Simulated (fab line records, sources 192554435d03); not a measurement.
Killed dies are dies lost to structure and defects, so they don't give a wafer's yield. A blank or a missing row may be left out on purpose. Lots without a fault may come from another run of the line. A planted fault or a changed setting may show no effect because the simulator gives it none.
Split-lot experiment | flow n5_finfet | 7 lots, 21 wafers read, on a route of 1938 steps

THE SPLIT
At N5_DUMMY_GATE_EXPOSE_12 (exposes mask GATE, target cd 25 nm), the setting dose_mj was moved away from the recipe's 34 on 4 of the 21 wafers read, by -5.6% to +2.4%. The other wafers ran this setting at the recipe's value.

FROM THE SPLIT TO THE READING: what the file shows between them, 2 steps
- N5_DUMMY_GATE_PEB_13: peb time 60 s
- N5_DUMMY_GATE_DEVELOP_14: develop time 30 s

THE READING
cd_nm, in nm, at N5_DUMMY_GATE_CD_MEAS_15 (target cd 25.8 nm). Fault-free wafers of this fab line usually give 25.00 nm, standard deviation 0.25 nm.

wafer  | tool, chamber at the split | dose_mj as run | against the recipe | cd_nm, nm | against lot-mates on the recipe
L077.1 | euv_scanner-02, 0          | 32.55          | -4.3%              | 25.98     | +1.70
L077.5 | euv_scanner-02, 0          | 32.55          | -4.3%              | 25.46     | +1.18
L077.6 | euv_scanner-02, 0          | 34             | recipe             | 24.28     | -
L080.1 | euv_scanner-02, 0          | 32.08          | -5.6%              | 26.11     | +1.30
L080.3 | euv_scanner-02, 0          | 34             | recipe             | 24.70     | -
L080.6 | euv_scanner-02, 0          | 34             | recipe             | 24.93     | -
L081.1 | euv_scanner-02, 0          | 34             | recipe             | 25.14     | -
L081.2 | euv_scanner-02, 0          | 34             | recipe             | 25.34     | -
L081.5 | euv_scanner-02, 0          | 34             | recipe             | 25.16     | -
L082.2 | euv_scanner-01, 0          | 34             | recipe             | 25.30     | -
L082.3 | euv_scanner-01, 0          | 34             | recipe             | 24.91     | -
L082.4 | euv_scanner-01, 0          | 34             | recipe             | 25.38     | -
L086.2 | euv_scanner-02, 0          | 34             | recipe             | 25.08     | -
L086.5 | euv_scanner-02, 0          | 34             | recipe             | 24.76     | -
L086.6 | euv_scanner-02, 0          | 34             | recipe             | 25.08     | -
L091.3 | euv_scanner-01, 0          | 34             | recipe             | 25.38     | -
L091.4 | euv_scanner-01, 0          | 34             | recipe             | 24.98     | -
L091.6 | euv_scanner-01, 0          | 34             | recipe             | 25.60     | -
L093.2 | euv_scanner-01, 0          | 34             | recipe             | 24.90     | -
L093.3 | euv_scanner-01, 0          | 34             | recipe             | 25.31     | -
L093.5 | euv_scanner-01, 0          | 34.83          | +2.4%              | 24.41     | -0.69

THE FIT
A straight line over all 21 wafers: cd_nm changes by -0.178 nm for each +1% of dose_mj; r = -0.74; the points scatter about the line by 0.31 nm.
The same after taking each lot's own level away (the mean of its wafers on the recipe; 21 wafers): -0.286 nm for each +1%; r = -0.93; scatter 0.21 nm.
On that fit, the largest move of dose_mj shifts the reading by 1.6 nm.
The lots' own levels span 24.280 to 25.320 nm, that is 4.2 times the standard deviation above.
So the lot-to-lot level blurs the effect unless lot-mates are compared.
Check: with one of the wafers moved furthest among these (-5.6%) left out of the fit, the line predicts +1.87 nm for it against its lot-mates. It came out at +1.3 nm against them.

OTHER SPLITS ON THESE WAFERS
These wafers also went through other splits before the reading. Each is held against what the fit with the lots' levels taken away leaves over:
other split on the same wafers | wafers away from the commonest value | r with cd_nm (lot level and that fit taken away)
N5_WELL_APT_EXPOSE_05 dose_mj  | 5                                    | +0.43
N5_WELL_APT_PEB_06 peb_temp_c  | 5                                    | +0.14
N5_FIN_SAQP_HM_DEP_03 time_s   | 5                                    | -0.32
N5_FIN_SAQP_EXPOSE_13 dose_mj  | 9                                    | -0.08
N5_FIN_CUT_CUT_ETCH_26 time_s  | 9                                    | +0.03

THE FILE'S OWN FIT
cd_nm changes by -0.27 nm for each +1% of dose_mj, r = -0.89.
